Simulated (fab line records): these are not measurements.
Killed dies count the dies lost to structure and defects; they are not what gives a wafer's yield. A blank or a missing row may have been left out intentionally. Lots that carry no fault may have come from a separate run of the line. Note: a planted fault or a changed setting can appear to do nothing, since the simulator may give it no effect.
Chamber matching | flow nand_harc | pecvd-02 running NHARC_A_DECK1_JOINT_DEP_16: 3 sister chambers
The step deposits SiO2, target thk 45 nm. 6 wafers are shown with their chamber, then 8 later ones without.

## WAFERS WITH THEIR CHAMBER
wafer  | chamber | throttle_valve_pct (%) | heater_power_w (W)
L768.1 | 1       | 14.5                   | 570
L779.4 | 2       | 15.1                   | 469
L780.2 | 1       | 14.5                   | 483
L784.1 | 2       | 15.0                   | 513
L784.6 | 0       | 16.6                   | 485
L787.1 | 0       | 16.5                   | 483

## WAFERS WHOSE CHAMBER IS MISSING
wafer  | throttle_valve_pct (%) | heater_power_w (W)
L787.3 | 14.9                   | 513
L787.4 | 16.7                   | 479
L789.1 | 15.1                   | 511
L789.2 | 16.5                   | 503
L789.5 | 14.8                   | 529
L788.1 | 15.2                   | 494
L788.3 | 15.0                   | 457
L788.6 | 14.7                   | 463

## CHAMBER TAKEN BY EACH
wafer  | from the rows above     | in truth
L787.3 | 2                       | 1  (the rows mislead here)
L787.4 | 0                       | 0
L789.1 | 2                       | 2
L789.2 | 0                       | 0
L789.5 | can't be placed: 2 or 1 | 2
L788.1 | 2                       | 2
L788.3 | 2                       | 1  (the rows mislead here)
L788.6 | 1                       | 1
5 of 8 placed correctly. Not placeable from these rows: 1 (in 1, the candidates include the true chamber). 2 placed wrongly.
How it was worked out, from the rows above alone: a wafer's distance from a chamber is the root of the sum, over the readings, of the square of ((its reading less the chamber's mean) divided by the reading's scatter). If the next closest chamber is less than 2 further off than the closest, the wafer can't be placed; otherwise it belongs to the closest. Each chamber's mean is taken over the wafers shown for it. The scatter: the root of (the sum of the squares of (reading less its chamber's mean) over the shown wafers, divided by (wafers less chambers)).
